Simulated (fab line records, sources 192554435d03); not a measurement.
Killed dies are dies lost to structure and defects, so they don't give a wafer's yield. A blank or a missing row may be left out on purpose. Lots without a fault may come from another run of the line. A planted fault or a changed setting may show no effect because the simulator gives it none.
Chamber matching | flow n5_finfet | N5_BEOL_M15_ETCH_61 on rie_diel-02: 4 sister chambers
The step etches BARC in N2/H2, target depth 89 nm, overetch 26.7 nm, time 67.9 s. 14 wafers are shown with their chamber, then 7 later ones without.

WAFERS WITH THEIR CHAMBER
wafer  | chamber | drypump_motor_current_A (A) | showerhead_plenum_p_Torr (Torr) | throttle_valve_pct (%)
L671.3 | 1       | 6.5                         | 2.42                            | 17.91
L671.4 | 1       | 6.5                         | 2.42                            | 17.93
L671.5 | 3       | 6.0                         | 2.39                            | 17.74
L670.2 | 3       | 6.0                         | 2.39                            | 17.76
L670.4 | 1       | 6.5                         | 2.42                            | 17.93
L670.5 | 2       | 5.6                         | 2.62                            | 17.86
L673.1 | 3       | 6.0                         | 2.38                            | 17.75
L673.4 | 1       | 6.4                         | 2.42                            | 17.94
L673.5 | 1       | 6.4                         | 2.42                            | 17.92
L674.1 | 3       | 6.0                         | 2.38                            | 17.76
L674.2 | 1       | 6.4                         | 2.42                            | 17.92
L674.3 | 0       | 5.0                         | 2.60                            | 17.22
L676.2 | 0       | 5.0                         | 2.60                            | 17.24
L676.3 | 2       | 5.6                         | 2.61                            | 17.87

SIGNATURES (means of the wafers above)
reading                  | chamber 0 | chamber 1 | chamber 2 | chamber 3 | scatter within a chamber
drypump_motor_current_A  | 5.000     | 6.450     | 5.600     | 6.000     | 0.0387
showerhead_plenum_p_Torr | 2.6000    | 2.4200    | 2.6150    | 2.3850    | 0.00387
throttle_valve_pct       | 17.2300   | 17.9250   | 17.8650   | 17.7525   | 0.0104
Rule: a wafer's distance from a chamber is the root of the sum, over the readings, of the square of ((its reading less the chamber's mean) divided by the reading's scatter). The wafer belongs to the nearest chamber; if the next one is less than 2 further off, it can't be placed. The scatter: the root of (the sum of the squares of (reading less its chamber's mean) over the shown wafers, divided by (wafers less chambers)).

WAFERS WITHOUT THEIR CHAMBER
wafer  | drypump_motor_current_A (A) | showerhead_plenum_p_Torr (Torr) | throttle_valve_pct (%)
L676.4 | 6.0                         | 2.38                            | 17.77
L684.2 | 5.6                         | 2.60                            | 17.91
L684.3 | 5.0                         | 2.59                            | 17.26
L684.5 | 6.4                         | 2.41                            | 17.98
L687.3 | 5.6                         | 2.60                            | 17.92
L687.4 | 5.6                         | 2.60                            | 17.90
L687.5 | 5.0                         | 2.59                            | 17.26

WHICH CHAMBER EACH WENT THROUGH
wafer  | from the rows above | in truth
L676.4 | 3                   | 3
L684.2 | 2                   | 2
L684.3 | 0                   | 0
L684.5 | 1                   | 1
L687.3 | 2                   | 2
L687.4 | 2                   | 2
L687.5 | 0                   | 0
Placed correctly: 7 of 7. Can't be placed from these rows: 0. Placed wrongly: 0.
